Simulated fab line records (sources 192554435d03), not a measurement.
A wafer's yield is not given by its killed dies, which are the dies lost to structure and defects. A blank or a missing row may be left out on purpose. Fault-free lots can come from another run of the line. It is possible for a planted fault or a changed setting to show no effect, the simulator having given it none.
The same fault as seen by 2 desks / flow n5-finfet / only its own numbers are on each desk; what lay behind them is given at the end

== FROM THE METROLOGY DESK ==
Lot by lot, what the gauges showed, no matter which tool ran the lot: averages of those sampled wafers that carry a number. Marked OUT: a lot whose mean sits more than 4 standard deviations from the usual mean, which makes it out of limits; the brackets give that distance. 7 of its 13 readings are shown: the first one out of limits and those lying furthest out on some lot.
Columns: A = thk-nm at N5_SD_EPI_N_EPI_MEAS_23, usual 59.0 nm; B = cd-nm at N5_SD_EPI_P_CD_MEAS_09, usual 240.3 nm; C = SD_P_BLK_OVL at N5_SD_EPI_P_OVL_MEAS_10, usual 0.7 nm; D = ION_N at N5_BEOL_M4_RC_MEAS_101, usual 679 uA/um; E = ION_P at N5_BEOL_M4_RC_MEAS_101, usual 465 uA/um; F = VT_N at N5_BEOL_M4_RC_MEAS_101, usual 249 mV; G = VT_P at N5_BEOL_M4_RC_MEAS_101, usual -249 mV
lot=L564; first seen here=day 3 03:34; A=58.8; B=241.0; C=0.8; D=660; E=452; F=254; G=-256
lot=L566; first seen here=day 3 16:10; A=58.2; B=240.2; C=1.0; D=673; E=462; F=253; G=-253
lot=L570; first seen here=day 4 16:32; A=59.1; B=239.5; C=0.3; D=687; E=471; F=248; G=-247
lot=L576; first seen here=day 6 14:25; A=57.9; B=240.9; C=-0.3; D=682; E=472; F=249; G=-246
lot=L579; first seen here=day 7 01:58; A=56.9; B=229.9 (-12) OUT; C=1.3; D=670; E=461; F=251; G=-252
lot=L580; first seen here=day 7 05:17; A=60.1; B=233.3 (-8.0) OUT; C=1.1; D=682; E=470; F=247; G=-247
lot=L582; first seen here=day 7 19:01; A=58.9; B=240.9; C=0.9; D=680; E=466; F=250; G=-251
lot=L584; first seen here=day 8 06:26; A=58.8; B=238.9; C=-0.2; D=675; E=459; F=250; G=-253
lot=L585; first seen here=day 8 13:18; A=58.9; B=240.6; C=0.7; D=667; E=449; F=253; G=-258
Finding of this desk: L579, L580 out of limits; the first was L579 at day 7 03:41, on cd-nm at N5_SD_EPI_P_CD_MEAS_09. In limits: L564, L566, L570, L576, L582, L584, L585.

== FOR THE TOOL OWNER'S DESK: arfi-scanner-03 ==
The tool's own readings at N5_SD_EPI_P_EXPOSE_06 (exposes mask SD P BLK, target cd 240 nm): means of the sampled wafers that have a number, for each lot that ran on this tool. Marked OUT: a lot whose mean sits more than 4 standard deviations from the usual mean, which makes it out of limits; the brackets give that distance.
Columns: A = exposure-dose-mJ-cm2 at N5_SD_EPI_P_EXPOSE_06, usual 39.47
lot=L566; first seen here=day 3 17:20; A=39.51
lot=L576; first seen here=day 6 15:26; A=39.46
lot=L579; first seen here=day 7 03:34; A=34.24 (-99 or more) OUT
lot=L580; first seen here=day 7 06:00; A=35.37 (-85) OUT
Finding of this desk: L579, L580 out of limits; the first was L579 at day 7 03:34, on exposure-dose-mJ-cm2 at N5_SD_EPI_P_EXPOSE_06. In limits: L566, L576.

== BROUGHT TOGETHER ==
The tool owner's desk could have raised an alarm at day 7 03:34, on L579, L580.
Metrology desk: alarm possible at day 7 03:41 on L579, L580.
Of the lots named, all ran N5_SD_EPI_P_EXPOSE_06 on arfi-scanner-03.

== WHAT WAS PUT IN BY THE SIMULATOR ==
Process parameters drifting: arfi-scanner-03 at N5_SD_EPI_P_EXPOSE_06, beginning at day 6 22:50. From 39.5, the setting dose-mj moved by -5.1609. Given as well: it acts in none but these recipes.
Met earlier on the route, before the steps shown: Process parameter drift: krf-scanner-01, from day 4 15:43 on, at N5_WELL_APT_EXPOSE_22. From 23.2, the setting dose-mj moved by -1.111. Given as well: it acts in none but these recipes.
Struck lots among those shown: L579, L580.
Hours from the fault's start to each desk's first reading out of limits: the tool owner's desk, 5; the metrology desk, 5.
